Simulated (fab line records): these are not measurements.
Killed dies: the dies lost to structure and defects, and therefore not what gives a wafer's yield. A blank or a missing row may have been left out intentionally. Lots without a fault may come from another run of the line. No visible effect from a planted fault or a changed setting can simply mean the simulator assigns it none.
Chamber matching	flow nand_harc	NHARC_A_ONON_D1_DEP_33 on pecvd-04 has 3 sister chambers
The step deposits SiO2, target thk 200 nm. 3 wafers are shown with their chamber, then 7 later ones without.

## EACH WAFER AND ITS CHAMBER
wafer	chamber	heater_power_w (W)
L086.5	0	637
L087.5	1	508
L089.5	2	460

## WAFERS WITHOUT THEIR CHAMBER
wafer	heater_power_w (W)
L089.6	474
L092.3	624
L092.5	645
L092.6	452
L095.1	470
L095.3	457
L095.5	472

## CHAMBER TAKEN BY EACH
wafer	from the rows above	in truth
L089.6	can't be placed: 2 or 1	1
L092.3	0	0
L092.5	0	0
L092.6	2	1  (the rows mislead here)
L095.1	2	2
L095.3	2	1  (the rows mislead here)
L095.5	2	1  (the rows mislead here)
Correctly placed: 3 of 7. Not placeable from these rows: 1 (in 1, the candidates include the true chamber). 3 placed wrongly.
How it was worked out, from the rows above alone: a wafer's distance from a chamber is the root of the sum, over the readings, of the square of ((its reading less the chamber's mean) divided by the reading's scatter). If the next closest chamber is less than 2 further off than the closest, the wafer can't be placed; otherwise it belongs to the closest. A chamber's mean is the mean of its shown wafers. The scatter: with one shown wafer a chamber, the root of the mean of the squares of how far each hidden wafer lies from its nearest shown one.
